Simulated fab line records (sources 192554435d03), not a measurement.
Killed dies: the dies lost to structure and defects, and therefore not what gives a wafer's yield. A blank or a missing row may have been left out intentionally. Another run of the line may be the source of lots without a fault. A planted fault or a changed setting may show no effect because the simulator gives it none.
8D (eight disciplines) problem report, filled in by code | flow n5_finfet | the parts of the form that need people (team, actions taken, sign-off) are left out

== 1. PROBLEM STATEMENT ==
Mean of etch_rf_on_time_s at N5_GATE_CUT_ETCH_19: 102.6 s across 3 wafers in 3 lots; on wafers with no fault it is 77.3 s (standard deviation 1.2). That is +21 standard deviations from the usual mean.
The step: etches SiNx in CH3F/O2, target depth 53.7 nm, time 76.7 s.
First seen on wafer L655.5, day 7 10:07, on rie_diel-04. The record holds 24 wafers of 9 lots with a number at this step. Rule for "out" (also "out of limits"): further than 4 standard deviations from the usual mean. All remaining wafers that have a number are taken as sound.

== 2. WHAT IT IS AND WHAT IT IS NOT ==
question                    | is                     | is not
which readings at this step | etch_rf_on_time_s      | drypump_motor_current_A, mfc_ar_sccm, rf_fwd_power_W, rf_vpp_V, showerhead_plenum_p_Torr, throttle_valve_pct
which lots                  | L655, L656, L659       | L648, L652, L653, L663, L665, L666
which wafers of those lots  | L655.5, L656.6, L659.5 | L655.3, L656.3, L659.3
read on which tools         | rie_diel-04            | rie_diel-02, rie_diel-03
when                        | from day 7 10:07       | up to then (10 sound wafers); but 11 sound wafers of L656, L659, L663, L665, L666 came after

== 3. SUSPECTS, AND WHAT RULES EACH OUT ==
Counting: if a tool at a process step up to the reading ran every lot that is out, it stays a suspect. Sound lots after the first of them don't rule it out here, since some wafers of a struck lot are sound.
- rie_diel-04 at N5_GATE_CUT_DESCUM_18 (chemistry O2, time 7 s): kept. It ran every lot that is out, first L655 (day 7 09:50); its last sound lot up to then is L653 (day 7 02:10).
- rie_diel-04 at N5_GATE_CUT_ETCH_19 (etches SiNx in CH3F/O2, target depth 53.7 nm, time 76.7 s): kept. It ran every lot that is out, first L655 (day 7 10:07); its last sound lot up to then is L653 (day 7 02:26). Out on those wafers are its own readings of etch_rf_on_time_s.
After counting, rie_diel-04 at N5_GATE_CUT_DESCUM_18 and rie_diel-04 at N5_GATE_CUT_ETCH_19 remain.

== 4. THE CAUSE (what the simulator had put in) ==
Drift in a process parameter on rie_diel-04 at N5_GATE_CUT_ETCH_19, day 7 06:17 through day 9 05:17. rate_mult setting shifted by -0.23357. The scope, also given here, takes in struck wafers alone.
Counting left 2 suspects, and this tool is among them.

== 5. THE CHAIN OF EFFECTS, in route order ==
Each row: a reading whose mean over the struck wafers that have a number lies more than 3 standard deviations from the usual. Only readings whose record carries a usual standard deviation are examined. hours: median over the lots of the time between each lot's start at the first step of this table that gives one and its start at this step. sigmas: the change, counted in usual standard deviations.
hours | step                | reading           | usual  | on struck wafers | change | sigmas
0     | N5_GATE_CUT_ETCH_19 | etch_rf_on_time_s | 77.3 s | 102.6            | +25.3  | +21
Here are the process steps it includes:
- N5_GATE_CUT_ETCH_19: etches SiNx in CH3F/O2, target depth 53.7 nm, time 76.7 s.
Later measuring or inspecting steps at which every struck wafer that the step has a row for has a number for every such reading, and none has moved that far: N5_BEOL_M4_RC_MEAS_101.

== 6. HOW IT WOULD HAVE BEEN CAUGHT EARLIER ==
In this record no reading fell out of limits until day 7 10:07, 4 hours after the fault had begun at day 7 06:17.
